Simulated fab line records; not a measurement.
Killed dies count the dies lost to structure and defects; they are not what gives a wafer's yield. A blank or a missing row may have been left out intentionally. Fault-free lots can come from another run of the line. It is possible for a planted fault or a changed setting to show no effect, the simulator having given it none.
Lot-split experiment :: flow n5Finfet :: 21 wafers read from 7 lots, route of 1938 steps

== ON THE SPLIT ==
At N5_BEOL_M10_EXPOSE_08 (exposes mask M10), the setting doseMj was moved away from the recipe's 53.75 on 8 of the 21 wafers read, by -5.6% to +4.2%. This setting was run at the recipe's value on the other wafers.

== FROM THE SPLIT TO THE READING: what the file shows between them, 6 steps ==
- N5_BEOL_M10_PEB_09: peb time 60 s
- N5_BEOL_M10_DEVELOP_10: develop time 30 s
- N5_BEOL_M10_STRIP_68: strips in N2/H2
- N5_BEOL_M10_STRIP_67: strips in CF4
- N5_BEOL_M10_HM_OPEN_17: chemistry Cl2/BCl3, target TiN, target depth 20 nm, overetch 6 nm
- N5_BEOL_M10_STRIP_19: strips in O2

== THE READING ==
cdNm, in nm, at N5_BEOL_M10_CD_MEAS_18 (pitch 140 nm, target cd 70 nm). On this fab line, fault-free wafers typically give 69.7 nm with a standard deviation of 0.63 nm.

wafer: L074.1
tool, chamber at the split: arfiScanner-01, 0
doseMj as run: 56.02
against the recipe: +4.2%
cdNm, nm: 71.9
against lot-mates on the recipe: +2.4

wafer: L074.3
tool, chamber at the split: arfiScanner-01, 0
doseMj as run: 53.75
against the recipe: recipe
cdNm, nm: 69.5
against lot-mates on the recipe: -

wafer: L074.5
tool, chamber at the split: arfiScanner-01, 0
doseMj as run: 56.02
against the recipe: +4.2%
cdNm, nm: 72.3
against lot-mates on the recipe: +2.8

wafer: L075.3
tool, chamber at the split: arfiScanner-01, 0
doseMj as run: 53.75
against the recipe: recipe
cdNm, nm: 69.1
against lot-mates on the recipe: -

wafer: L075.4
tool, chamber at the split: arfiScanner-01, 0
doseMj as run: 53.75
against the recipe: recipe
cdNm, nm: 70.5
against lot-mates on the recipe: -

wafer: L075.5
tool, chamber at the split: arfiScanner-01, 0
doseMj as run: 53.75
against the recipe: recipe
cdNm, nm: 70.2
against lot-mates on the recipe: -

wafer: L079.2
tool, chamber at the split: arfiScanner-03, 0
doseMj as run: 53.75
against the recipe: recipe
cdNm, nm: 71.0
against lot-mates on the recipe: -

wafer: L079.4
tool, chamber at the split: arfiScanner-03, 0
doseMj as run: 50.73
against the recipe: -5.6%
cdNm, nm: 67.1
against lot-mates on the recipe: -3.9

wafer: L079.6
tool, chamber at the split: arfiScanner-03, 0
doseMj as run: 50.73
against the recipe: -5.6%
cdNm, nm: 67.1
against lot-mates on the recipe: -3.9

wafer: L082.2
tool, chamber at the split: arfiScanner-01, 0
doseMj as run: 54.87
against the recipe: +2.1%
cdNm, nm: 70.4
against lot-mates on the recipe: +1.4

wafer: L082.5
tool, chamber at the split: arfiScanner-01, 0
doseMj as run: 53.75
against the recipe: recipe
cdNm, nm: 69.0
against lot-mates on the recipe: -

wafer: L082.6
tool, chamber at the split: arfiScanner-01, 0
doseMj as run: 54.87
against the recipe: +2.1%
cdNm, nm: 69.7
against lot-mates on the recipe: +0.7

wafer: L086.2
tool, chamber at the split: arfiScanner-03, 0
doseMj as run: 55.55
against the recipe: +3.3%
cdNm, nm: 71.0
against lot-mates on the recipe: +0.7

wafer: L086.4
tool, chamber at the split: arfiScanner-03, 0
doseMj as run: 53.75
against the recipe: recipe
cdNm, nm: 70.3
against lot-mates on the recipe: -

wafer: L086.6
tool, chamber at the split: arfiScanner-03, 0
doseMj as run: 55.55
against the recipe: +3.3%
cdNm, nm: 71.4
against lot-mates on the recipe: +1.1

wafer: L091.1
tool, chamber at the split: arfiScanner-03, 0
doseMj as run: 53.75
against the recipe: recipe
cdNm, nm: 68.4
against lot-mates on the recipe: -

wafer: L091.3
tool, chamber at the split: arfiScanner-03, 0
doseMj as run: 53.75
against the recipe: recipe
cdNm, nm: 69.5
against lot-mates on the recipe: -

wafer: L091.4
tool, chamber at the split: arfiScanner-03, 0
doseMj as run: 53.75
against the recipe: recipe
cdNm, nm: 69.0
against lot-mates on the recipe: -

wafer: L092.2
tool, chamber at the split: arfiScanner-01, 0
doseMj as run: 53.75
against the recipe: recipe
cdNm, nm: 71.1
against lot-mates on the recipe: -

wafer: L092.3
tool, chamber at the split: arfiScanner-01, 0
doseMj as run: 53.75
against the recipe: recipe
cdNm, nm: 69.6
against lot-mates on the recipe: -

wafer: L092.6
tool, chamber at the split: arfiScanner-01, 0
doseMj as run: 53.75
against the recipe: recipe
cdNm, nm: 69.2
against lot-mates on the recipe: -

FIT RESULTS
A straight line over all 21 wafers: cdNm changes by +0.47 nm for each +1% of doseMj; r = +0.86; the points scatter about the line by 0.72 nm.
The same after taking each lot's own level away (the mean of its wafers on the recipe; 21 wafers): +0.597 nm for each +1%; r = +0.93; scatter 0.59 nm.
The reading moves by 3.4 nm for the largest change in doseMj, on that fit.
Across the lots, their own levels run from 68.97 to 71.00 nm, a range of 3.2 times the standard deviation given above.
So the slope is not independent of the lot-to-lot level: the two fits are not the same.
Check: with one of the wafers moved furthest among these (-5.6%) left out of the fit, the line predicts -3.33 nm for it against its lot-mates. Against them it came out at -3.9 nm.

== FURTHER SPLITS ON THESE WAFERS ==
Note: prior to the reading, these wafers also went through further splits. Each is held against what the fit with the lots' levels taken away leaves over:
other split on the same wafers: N5_BEOL_M8_COAT_22 spinRpm
wafers away from the commonest value: 5
r with cdNm (lot level and that fit taken away): +0.22

other split on the same wafers: N5_BEOL_M9_VIA_ETCH_34 sourceW
wafers away from the commonest value: 5
r with cdNm (lot level and that fit taken away): +0.18

== THE WHOLE CHAIN: every reading that the file lists as answering this split, in the file's order ==
step: N5_BEOL_M10_HM_OPEN_17
what it does: chemistry Cl2/BCl3, target TiN, target depth 20 nm, overetch 6 nm
reading: BEOL_M10.cdOffsetNm (the simulator's own value, which no gauge read)
change (the file's fit): +0.577 nm for each +1% of the setting
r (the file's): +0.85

step: N5_BEOL_M10_CD_MEAS_18
what it does: pitch 140 nm, target cd 70 nm
reading: cdNm
change (the file's fit): +0.583 nm for each +1% of the setting
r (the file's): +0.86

== THE FILE'S OWN FIT ==
cdNm changes by +0.583 nm for each +1% of doseMj, r = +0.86.
